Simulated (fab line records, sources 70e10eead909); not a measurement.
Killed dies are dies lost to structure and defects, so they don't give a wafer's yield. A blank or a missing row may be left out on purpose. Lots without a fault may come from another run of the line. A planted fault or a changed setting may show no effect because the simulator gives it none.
Which tool did it? | flow nand_harc | 12 lots, 36 wafers sampled, at 5 steps of a route of 1302

WHAT THE GAUGES READ, wafer by wafer
NHARC_END_SORT_01. Usual: killed_at_array 52, standard deviation 20; killed_at_other 1.0, standard deviation 1.3; killed_at_periphery 3.7, standard deviation 2.2; killed_dies 57, standard deviation 20; killed_open 3.2, standard deviation 1.6; killed_short 2.4, standard deviation 1.6.
lot  | measured     | on        | killed_at_array | killed_at_other | killed_at_periphery | killed_dies | killed_open | killed_short | flag
L457 | day 28 08:13 | prober-02 | 41 653 28       | 2 6 4           | 3 4 4               | 46 663 36   | 2 3 1       | 4 1 7        | OFF
L456 | day 28 09:48 | prober-01 | 84 649 94       | 0 0 0           | 8 8 9               | 92 657 103  | 3 6 3       | 0 3 2        | OFF

WHICH TOOL RAN EACH LOT (tool, then ch and the chambers of the sampled wafers, then the start)
lot  | NHARC_A_STAIRCASE_STRIP_171          | NHARC_A_STAIRCASE_DESCUM_11        | NHARC_A_STAIRCASE_TRIM_16                     | NHARC_A_STAIRCASE_ETCH_23
L447 | plasma_asher-02 ch 0,1, day 16 19:32 | rie_diel-04 ch 0,1,2, day 16 20:59 | rie_diel-04 ch 1,2,3, day 16 22:36 or earlier | rie_diel-12 ch 2,3, day 16 22:36
L457 | plasma_asher-01 ch 0,1, day 19 18:44 | rie_diel-04 ch 0,1,2, day 19 20:28 | rie_diel-04 ch 1,2,3, day 20 00:15 or earlier | rie_diel-12 ch 0,1, day 20 00:15
L456 | plasma_asher-01 ch 0,1, day 20 00:43 | rie_diel-12 ch 1,2,3, day 20 02:09 | rie_diel-12 ch 0,1,3, day 20 03:40 or earlier | rie_diel-12 ch 0,2,3, day 20 03:40
L459 | plasma_asher-01 ch 0,1, day 21 05:40 | rie_diel-04 ch 1,3, day 21 07:09   | rie_diel-04 ch 0,3, day 21 08:56 or earlier   | rie_diel-04 ch 0,1, day 21 08:56
L460 | plasma_asher-02 ch 0,1, day 21 23:31 | rie_diel-12 ch 0,1,3, day 22 00:56 | rie_diel-12 ch 0,1,3, day 22 03:10 or earlier | rie_diel-04 ch 0,1, day 22 03:10
L461 | plasma_asher-01 ch 0,1, day 22 00:11 | rie_diel-07 ch 1,2,3, day 22 01:34 | rie_diel-07 ch 0,3, day 22 04:02 or earlier   | rie_diel-07 ch 1,2,3, day 22 04:02
L463 | plasma_asher-02 ch 0,1, day 22 14:14 | rie_diel-04 ch 0,2, day 22 15:37   | rie_diel-04 ch 0,1, day 22 17:08 or earlier   | rie_diel-04 ch 0,3, day 22 17:08
L462 | plasma_asher-01 ch 0,1, day 22 14:30 | rie_diel-12 ch 1,2,3, day 22 15:58 | rie_diel-12 ch 0,2,3, day 22 17:31 or earlier | rie_diel-07 ch 0,3, day 22 17:31
L464 | plasma_asher-01 ch 0,1, day 23 04:17 | rie_diel-12 ch 1,3, day 23 05:47   | rie_diel-12 ch 0,1, day 23 08:22 or earlier   | rie_diel-12 ch 1,3, day 23 08:22
L465 | plasma_asher-01 ch 0,1, day 23 10:34 | rie_diel-12 ch 0,1,2, day 23 12:17 | rie_diel-12 ch 0,1,3, day 23 14:43 or earlier | rie_diel-07 ch 0,2,3, day 23 14:43
L469 | plasma_asher-01 ch 0,1, day 25 05:41 | rie_diel-07 ch 0,3, day 25 06:57   | rie_diel-07 ch 0,3, day 25 08:49 or earlier   | rie_diel-12 ch 0,2,3, day 25 08:49
L468 | plasma_asher-02 ch 0,1, day 25 05:44 | rie_diel-07 ch 0,1,3, day 25 07:13 | rie_diel-07 ch 0,1,2, day 25 09:08 or earlier | rie_diel-12 ch 0,1,2, day 25 09:08
- NHARC_A_STAIRCASE_STRIP_171: strips in O2.
- NHARC_A_STAIRCASE_DESCUM_11: chemistry O2, time 3 s.
- NHARC_A_STAIRCASE_TRIM_16: chemistry O2, time 211.2 s.
- NHARC_A_STAIRCASE_ETCH_23: etches the open film in C4F8/O2, target depth 100 nm, time 40.5 s.

WHAT THE TOOLS THEMSELVES READ (means of the sampled wafers that have a number; where no wafer has one, the mark that the record gives instead)
NHARC_A_STAIRCASE_STRIP_171. Usual: drypump_motor_current_A 6.07 A, standard deviation 0.2; heater_power_w 296 W, standard deviation 21; rf_refl_power_W 15 W, standard deviation 5.7.
lot  | tool            | drypump_motor_current_A (A) | heater_power_w (W) | rf_refl_power_W (W) | flag
L447 | plasma_asher-02 | 6.14                        | 286                | -                   | OFF
L457 | plasma_asher-01 | 6.08                        | 314                | 10                  |
L456 | plasma_asher-01 | 6.12                        | 295                | 11                  |
L459 | plasma_asher-01 | 6.10                        | 295                | 11                  |
L460 | plasma_asher-02 | 5.94                        | 295                | 21                  |
L461 | plasma_asher-01 | 6.09                        | 312                | -                   | OFF
L463 | plasma_asher-02 | 6.14                        | 291                | -                   | OFF
L462 | plasma_asher-01 | 6.07                        | 310                | -                   | OFF
L464 | plasma_asher-01 | 6.12                        | 292                | 11                  |
L465 | plasma_asher-01 | 6.12                        | 296                | 11                  |
L469 | plasma_asher-01 | 6.11                        | 297                | 11                  |
L468 | plasma_asher-02 | 6.15                        | 287                | 18                  |

NHARC_A_STAIRCASE_DESCUM_11. Usual: drypump_motor_current_A 5.8 A, standard deviation 0.4; o2_flow_sccm 200.0 sccm, standard deviation 0.55; oes_product_au 0.999 a.u., standard deviation 0.0083; rf_vpp_V 57.7 V, standard deviation 0.95; showerhead_plenum_p_Torr 1.88 Torr, standard deviation 0.094; throttle_valve_pct 11.311 %, standard deviation 0.01.
lot  | tool        | drypump_motor_current_A (A) | o2_flow_sccm (sccm) | oes_product_au (a.u.) | rf_vpp_V (V) | showerhead_plenum_p_Torr (Torr) | throttle_valve_pct (%) | flag
L447 | rie_diel-04 | 5.7                         | 200.2               | 0.998                 | 58.0         | 1.92                            | 11.307                 |
L457 | rie_diel-04 | 5.7                         | 199.8               | 1.009                 | 57.8         | 1.92                            | 11.308                 |
L456 | rie_diel-12 | 5.7                         | 200.0               | 1.004                 | 56.9         | 1.84                            | 11.305                 |
L459 | rie_diel-04 | 6.1                         | 199.9               | 1.001                 | 58.4         | 1.94                            | 11.305                 |
L460 | rie_diel-12 | 5.8                         | 199.5               | 0.999                 | 57.1         | 1.84                            | 11.316                 |
L461 | rie_diel-07 | 5.5                         | 199.7               | 0.997                 | 57.2         | 1.85                            | 11.309                 |
L463 | rie_diel-04 | 5.7                         | 200.1               | 0.992                 | 57.3         | 1.86                            | 11.317                 |
L462 | rie_diel-12 | 5.6                         | 200.3               | 0.994                 | 57.1         | 1.83                            | 11.303                 |
L464 | rie_diel-12 | 5.4                         | 199.8               | 0.988                 | 57.0         | 1.85                            | 11.305                 |
L465 | rie_diel-12 | 5.9                         | 199.6               | 1.005                 | 57.0         | 1.82                            | 11.312                 |
L469 | rie_diel-07 | 5.5                         | 199.5               | 1.004                 | 58.2         | 2.01                            | 11.308                 |
L468 | rie_diel-07 | 5.5                         | 200.2               | 0.999                 | 58.2         | 1.93                            | 11.314                 |

NHARC_A_STAIRCASE_TRIM_16. Usual: drypump_motor_current_A 5.8 A, standard deviation 0.41; o2_flow_sccm 500.0 sccm, standard deviation 1.6; oes_product_au 1.000 a.u., standard deviation 0.0081; rf_vpp_V 57.6 V, standard deviation 0.8; showerhead_plenum_p_Torr 3.47 Torr, standard deviation 0.16; throttle_valve_pct 17.037 %, standard deviation 0.009.
lot  | tool        | drypump_motor_current_A (A) | o2_flow_sccm (sccm) | oes_product_au (a.u.) | rf_vpp_V (V) | showerhead_plenum_p_Torr (Torr) | throttle_valve_pct (%) | flag
L447 | rie_diel-04 | 5.9                         | 501.4               | 0.999                 | 57.5         | 3.62                            | 17.032                 |
L457 | rie_diel-04 | 5.9                         | 499.6               | 0.993                 | 57.8         | 3.60                            | 17.038                 |
L456 | rie_diel-12 | 5.8                         | 499.8               | 1.002                 | 58.1         | 3.40                            | 17.042                 |
L459 | rie_diel-04 | 5.8                         | 499.3               | 1.008                 | 57.1         | 3.35                            | 17.031                 |
L460 | rie_diel-12 | 5.8                         | 499.7               | 1.005                 | 58.7         | 3.39                            | 17.031                 |
L461 | rie_diel-07 | 5.5                         | 499.9               | 1.001                 | 57.3         | 3.70                            | 17.045                 |
L463 | rie_diel-04 | 5.6                         | 501.2               | 1.001                 | 57.0         | 3.44                            | 17.040                 |
L462 | rie_diel-12 | 6.2                         | 501.0               | 0.998                 | 57.2         | 3.36                            | 17.044                 |
L464 | rie_diel-12 | 6.1                         | 501.6               | 1.017                 | 57.0         | 3.37                            | 17.040                 |
L465 | rie_diel-12 | 5.8                         | 499.4               | 1.003                 | 57.4         | 3.39                            | 17.033                 |
L469 | rie_diel-07 | 5.5                         | 499.4               | 1.001                 | 58.2         | 3.69                            | 17.044                 |
L468 | rie_diel-07 | 5.5                         | 499.7               | 0.993                 | 58.1         | 3.51                            | 17.028                 |

NHARC_A_STAIRCASE_ETCH_23. Usual: oes_product_au 0.946 a.u., standard deviation 0.011; rf_vpp_V 894 V, standard deviation 5.8.
lot  | tool        | oes_product_au (a.u.) | rf_vpp_V (V) | flag
L447 | rie_diel-12 | 0.960                 | 891          |
L457 | rie_diel-12 | 0.898                 | 892          | OFF
L456 | rie_diel-12 | 0.898                 | 890          | OFF
L459 | rie_diel-04 | 0.946                 | 892          |
L460 | rie_diel-04 | 0.957                 | 899          |
L461 | rie_diel-07 | 0.954                 | 892          |
L463 | rie_diel-04 | 0.944                 | 889          |
L462 | rie_diel-07 | 0.955                 | 899          |
L464 | rie_diel-12 | 0.929                 | 892          |
L465 | rie_diel-07 | 0.952                 | 896          |
L469 | rie_diel-12 | 0.945                 | 890          |
L468 | rie_diel-12 | 0.936                 | 890          |

THE ANSWER, worked out from the rows above alone
Rule: a lot is off if the mean of its wafers that have a number lies more than 3 standard deviations from the usual mean. A lot without any number at a reading at which 4 lots or more have one is off too. The other lots that the step has rows for count as sound. The gauges are gone through in route order, then the tools' own readings, and for those a lot's mean is taken as printed above. The first step at which some lot is off is used, and at that step the reading that is off furthest; a lot without a number counts as furthest.
Off: L457, L456, at NHARC_END_SORT_01 (killed_dies). Neither off nor sound, because the step has no rows for them: L447, L459, L460, L461, L463, L462, L464, L465, L469, L468.
A tool fits if, at a process step before that reading, it ran every lot that is off, and no sound lot after the first of them. The gauges at NHARC_END_SORT_01 aren't tried: what is off there is off at NHARC_A_STAIRCASE_ETCH_23 too, on other tools, and a gauge's error can't cause that. NHARC_A_STAIRCASE_TRIM_16 gives no start for some lots, so the hours and the order of its lots are those of NHARC_A_STAIRCASE_ETCH_23. Can't be told from this: 2 tools fit, plasma_asher-01 at NHARC_A_STAIRCASE_STRIP_171, rie_diel-12 at NHARC_A_STAIRCASE_ETCH_23.

WHAT THE SIMULATOR HAD PUT IN
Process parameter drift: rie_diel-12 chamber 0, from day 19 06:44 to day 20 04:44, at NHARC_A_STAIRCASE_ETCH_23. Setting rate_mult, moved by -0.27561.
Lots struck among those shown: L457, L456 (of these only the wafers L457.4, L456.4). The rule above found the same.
